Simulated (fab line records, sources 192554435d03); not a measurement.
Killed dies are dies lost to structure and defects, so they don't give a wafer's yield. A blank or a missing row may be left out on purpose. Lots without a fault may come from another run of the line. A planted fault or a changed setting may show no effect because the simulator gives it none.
Split-lot experiment | flow n5_finfet | 7 lots, 39 wafers read, on a route of 1938 steps

THE SPLIT
At N5_BEOL_M5_CVD_47 (deposits Co from CCTBA/H2, target thk 3 nm, time 216 s), the setting target_thk_a was moved away from the recipe's 30 angstrom on 15 of the 39 wafers read, by -58.8% to +47.0%. The other wafers ran this setting at the recipe's value.

The reading is taken at the split's own step.

THE READING
Co_of_BEOL_M5_CVD_47.thk_nm (the simulator's own value, which no gauge read), in nm, at N5_BEOL_M5_CVD_47 (deposits Co from CCTBA/H2, target thk 3 nm, time 216 s). The file gives no usual value for it. The 24 wafers here that ran the recipe average 3.0 nm, standard deviation 0.12 nm.

wafer  | tool, chamber at the split | target_thk_a as run, angstrom | against the recipe | Co_of_BEOL_M5_CVD_47.thk_nm, nm | against lot-mates on the recipe
L079.1 | cvd_co-01, 1,0,2           | 30                            | recipe             | 3                               | -
L079.3 | cvd_co-01, 1,0,2           | 30                            | recipe             | 3                               | -
L079.4 | cvd_co-01, 1,0,2           | 30                            | recipe             | 3                               | -
L079.2 | cvd_co-01, 2               | 44.09                         | +47.0%             | 4.4                             | +1.4
L079.5 | cvd_co-01, 1               | 44.09                         | +47.0%             | 4.2                             | +1.2
L079.6 | cvd_co-01, 0               | 44.09                         | +47.0%             | 4.6                             | +1.6
L081.1 | cvd_co-01, 0               | 30                            | recipe             | 3                               | -
L081.4 | cvd_co-01, 0               | 30                            | recipe             | 3                               | -
L081.2 | cvd_co-01, 2               | 14.3                          | -52.3%             | 1.6                             | -1.5
L081.3 | cvd_co-01, 1               | 14.3                          | -52.3%             | 1.2                             | -1.9
L081.6 | cvd_co-01, 1               | 14.3                          | -52.3%             | 1.2                             | -1.9
L081.5 | cvd_co-01, 2               | 30                            | recipe             | 3.2                             | -
L080.1 | cvd_co-02, 0,1,2,1         | 30                            | recipe             | 2.8                             | -
L080.2 | cvd_co-02, 0,1,2,1         | 30                            | recipe             | 2.8                             | -
L080.3 | cvd_co-02, 0,1,2,1         | 30                            | recipe             | 2.8                             | -
L080.5 | cvd_co-02, 0,1,2,1         | 30                            | recipe             | 2.8                             | -
L080.4 | cvd_co-02, 2,0             | 30                            | recipe             | 3                               | -
L080.6 | cvd_co-02, 2,0             | 30                            | recipe             | 3                               | -
L086.1 | cvd_co-01, 0,1,2           | 30                            | recipe             | 3                               | -
L086.5 | cvd_co-01, 0,1,2           | 30                            | recipe             | 3                               | -
L086.6 | cvd_co-01, 0,1,2           | 30                            | recipe             | 3                               | -
L086.2 | cvd_co-01, 1               | 19.74                         | -34.2%             | 2                               | -1.0
L086.3 | cvd_co-01, 2,0             | 19.74                         | -34.2%             | 2.2                             | -0.8
L086.4 | cvd_co-01, 2,0             | 19.74                         | -34.2%             | 2.2                             | -0.8
L091.1 | cvd_co-02, 1               | 30                            | recipe             | 3                               | -
L091.2 | cvd_co-02, 2,0,1           | 12.35                         | -58.8%             | 1.4                             | -1.7
L091.5 | cvd_co-02, 2,0,1           | 12.35                         | -58.8%             | 1.4                             | -1.7
L091.6 | cvd_co-02, 2,0,1           | 12.35                         | -58.8%             | 1.4                             | -1.7
L091.3 | cvd_co-02, 0,2             | 30                            | recipe             | 3.2                             | -
L091.4 | cvd_co-02, 0,2             | 30                            | recipe             | 3.2                             | -
L093.1 | cvd_co-02, 2               | 30                            | recipe             | 2.8                             | -
L093.6 | cvd_co-02, 2               | 30                            | recipe             | 2.8                             | -
L093.5 | cvd_co-02, 0               | 30                            | recipe             | 3                               | -
L096.1 | cvd_co-01, 0,1,2           | 30                            | recipe             | 3                               | -
L096.4 | cvd_co-01, 0,1,2           | 30                            | recipe             | 3                               | -
L096.6 | cvd_co-01, 0,1,2           | 30                            | recipe             | 3                               | -
L096.2 | cvd_co-01, 1               | 34.68                         | +15.6%             | 3.4                             | +0.4
L096.3 | cvd_co-01, 2               | 34.68                         | +15.6%             | 3.8                             | +0.8
L096.5 | cvd_co-01, 0               | 34.68                         | +15.6%             | 3.6                             | +0.6
Where a row lists several chambers, the file gives one row for several wafers and doesn't say which wafer went through which chamber.

THE FIT
A straight line over all 39 wafers: Co_of_BEOL_M5_CVD_47.thk_nm changes by +0.0292 nm for each +1% of target_thk_a; r = +0.98; the points scatter about the line by 0.15 nm.
The same after taking each lot's own level away (the mean of its wafers on the recipe; 39 wafers): +0.0304 nm for each +1%; r = +0.99; scatter 0.13 nm.
On that fit, the largest move of target_thk_a shifts the reading by 1.8 nm.
The lots' own levels span 2.87 to 3.13 nm, that is 2.2 times the standard deviation above.
So the lot-to-lot level changes the slope little: the two slopes agree.
Check: with one of the wafers moved furthest among these (-58.8%) left out of the fit, the line predicts -1.78 nm for it against its lot-mates. It came out at -1.73 nm against them.

OTHER SPLITS ON THESE WAFERS
These wafers also went through other splits before the reading. Each is held against what the fit with the lots' levels taken away leaves over:
other split on the same wafers         | wafers away from the commonest value | r with Co_of_BEOL_M5_CVD_47.thk_nm (lot level and that fit taken away)
N5_STI_FIN_REVEAL_ETCHBACK_08 time_s   | 15                                   | -0.05
N5_SD_EPI_N_DEVELOP_08 develop_time_s  | 15                                   | -0.06
N5_SDB_ALD_29 ald_cycles               | 15                                   | +0.06
N5_MOL_CONTACT_COAG_ALD_123 ald_cycles | 15                                   | +0.21
N5_BEOL_M2_ILD_DEP_00 target_thk_a     | 15                                   | -0.05

THE FILE'S OWN FIT
Co_of_BEOL_M5_CVD_47.thk_nm changes by +0.0303 nm for each +1% of target_thk_a, r = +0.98.
